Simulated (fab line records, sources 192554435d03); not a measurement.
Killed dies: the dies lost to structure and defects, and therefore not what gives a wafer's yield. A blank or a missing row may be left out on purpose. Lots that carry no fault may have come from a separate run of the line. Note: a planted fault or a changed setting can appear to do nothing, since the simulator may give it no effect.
Matching of chambers + flow n5_finfet + N5_FIN_SAQP_ALD_61 on ald_sin-01: 4 sister chambers
The step deposits SiO2, target thk 4 nm, pulse time 1 s, purge time 2 s. 8 wafers are shown with their chamber, then 9 later ones without.

== WAFERS PAIRED WITH THEIR CHAMBERS ==
| wafer  | chamber | heater_power_w (W) | precursor_pulse_height_rel |
|--------|---------|--------------------|----------------------------|
| L078.5 | 2       | 597                | 1.003                      |
| L082.2 | 1       | 462                | 1.021                      |
| L082.4 | 2       | 630                | 1.018                      |
| L082.5 | 1       | 451                | 1.018                      |
| L090.3 | 0       | 352                | 0.980                      |
| L091.2 | 3       | 472                | 1.019                      |
| L091.5 | 3       | 473                | 0.985                      |
| L091.6 | 0       | 353                | 0.958                      |

== WAFERS WITH NO CHAMBER GIVEN ==
| wafer  | heater_power_w (W) | precursor_pulse_height_rel |
|--------|--------------------|----------------------------|
| L094.2 | 355                | 0.973                      |
| L094.3 | 459                | 0.992                      |
| L094.5 | 591                | 0.995                      |
| L096.1 | 610                | 1.002                      |
| L096.4 | 460                | 0.997                      |
| L096.6 | 616                | 1.035                      |
| L097.3 | 476                | 1.016                      |
| L097.4 | 350                | 1.006                      |
| L097.6 | 346                | 1.027                      |

== WHICH CHAMBER EACH WENT THROUGH ==
| wafer  | from the rows above     | in truth |
|--------|-------------------------|----------|
| L094.2 | 0                       | 0        |
| L094.3 | can't be placed: 3 or 1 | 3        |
| L094.5 | 2                       | 2        |
| L096.1 | 2                       | 2        |
| L096.4 | can't be placed: 3 or 1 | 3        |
| L096.6 | 2                       | 2        |
| L097.3 | can't be placed: 3 or 1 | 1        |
| L097.4 | 0                       | 0        |
| L097.6 | 0                       | 0        |
6 of 9 placed correctly. Cannot be placed on the basis of these rows: 3; the candidates contain the true chamber in 3. 0 placed wrongly.
How it was worked out, from the rows above alone: a wafer's distance from a chamber is the root of the sum, over the readings, of the square of ((its reading less the chamber's mean) divided by the reading's scatter). If the next closest chamber is less than 2 further off than the closest, the wafer can't be placed; otherwise it belongs to the closest. For every chamber, the mean is computed from those of its wafers that are shown. The scatter: the root of (the sum of the squares of (reading less its chamber's mean) over the shown wafers, divided by (wafers less chambers)).
